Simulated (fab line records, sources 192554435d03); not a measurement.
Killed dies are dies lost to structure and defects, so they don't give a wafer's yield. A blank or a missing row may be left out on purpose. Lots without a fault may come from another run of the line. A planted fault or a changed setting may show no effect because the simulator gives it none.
Split-lot experiment | flow n5_finfet | 7 lots, 21 wafers read, on a route of 1938 steps

THE SPLIT
At N5_BEOL_M15_TRENCH_ETCH_34 (etches SiO2 in C4F8/O2/Ar, target depth 872.93 nm, time 199 s), the setting bias_w was moved away from the recipe's 2040 W on 8 of the 21 wafers read, by -7.9% to +17.6%. The other wafers ran this setting at the recipe's value.

The reading is taken at the split's own step.

THE READING
rf_vpp_V, in V, at N5_BEOL_M15_TRENCH_ETCH_34 (etches SiO2 in C4F8/O2/Ar, target depth 872.93 nm, time 199 s). Fault-free wafers of this fab line usually give 2206 V, standard deviation 37 V.

wafer  | tool, chamber at the split | bias_w as run, W | against the recipe | rf_vpp_V, V | against lot-mates on the recipe
L074.4 | rie_diel-03, 3             | 2399             | +17.6%             | 2455        | +243
L074.5 | rie_diel-03, 2             | 2040             | recipe             | 2225        | -
L074.6 | rie_diel-03, 1             | 2040             | recipe             | 2199        | -
L080.1 | rie_diel-02, 2             | 2040             | recipe             | 2179        | -
L080.3 | rie_diel-02, 3             | 2040             | recipe             | 2263        | -
L080.4 | rie_diel-02, 1             | 2040             | recipe             | 2235        | -
L082.1 | rie_diel-02, 3             | 1925             | -5.6%              | 2172        | -65
L082.4 | rie_diel-02, 2             | 1925             | -5.6%              | 2090        | -147
L082.5 | rie_diel-02, 1             | 2040             | recipe             | 2237        | -
L088.1 | rie_diel-02, 2             | 1879             | -7.9%              | 2055        | -206
L088.3 | rie_diel-02, 3             | 2040             | recipe             | 2261        | -
L088.5 | rie_diel-02, 3             | 1879             | -7.9%              | 2136        | -125
L090.2 | rie_diel-03, 2             | 2040             | recipe             | 2223        | -
L090.5 | rie_diel-03, 3             | 2040             | recipe             | 2194        | -
L090.6 | rie_diel-03, 0             | 2163             | +6.0%              | 2354        | +146
L096.2 | rie_diel-06, 2             | 2040             | recipe             | 2139        | -
L096.5 | rie_diel-06, 2             | 2040             | recipe             | 2139        | -
L096.6 | rie_diel-06, 3             | 2040             | recipe             | 2251        | -
L095.2 | rie_diel-02, 3             | 2333             | +14.4%             | 2479        | +302
L095.3 | rie_diel-02, 1             | 2333             | +14.4%             | 2450        | +273
L095.5 | rie_diel-02, 2             | 2040             | recipe             | 2177        | -

THE FIT
A straight line over all 21 wafers: rf_vpp_V changes by +15.9 V for each +1% of bias_w; r = +0.94; the points scatter about the line by 42 V.
The same after taking each lot's own level away (the mean of its wafers on the recipe; 21 wafers): +18.2 V for each +1%; r = +0.96; scatter 39 V.
On that fit, the largest move of bias_w shifts the reading by 3.2e+02 V.
The lots' own levels span 2176.3 to 2261.0 V, that is 2.3 times the standard deviation above.
So the lot-to-lot level changes the slope: the two fits differ.
Check: with one of the wafers moved furthest among these (+17.6%) left out of the fit, the line predicts +358 V for it against its lot-mates. It came out at +243 V against them.
Tool readings at the split's step, against how far the setting was moved: rf_vpp_V r = +0.94.

OTHER SPLITS ON THESE WAFERS
These wafers also went through other splits before the reading. Each is held against what the fit with the lots' levels taken away leaves over:
other split on the same wafers    | wafers away from the commonest value | r with rf_vpp_V (lot level and that fit taken away)
N5_BEOL_M10_TRENCH_ETCH_37 time_s | 7                                    | +0.12
N5_BEOL_M12_SPUTTER_43 power_w    | 7                                    | +0.01
N5_BEOL_M12_DEP_53 time_s         | 9                                    | +0.40
N5_BEOL_M13_EXPOSE_07 dose_mj     | 7                                    | -0.02
N5_BEOL_M14_SPUTTER_44 power_w    | 6                                    | -0.19
N5_BEOL_M15_ILD_DEP_00 time_s     | 9                                    | -0.13

THE FILE'S OWN FIT
rf_vpp_V changes by +17.3 V for each +1% of bias_w, r = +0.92.
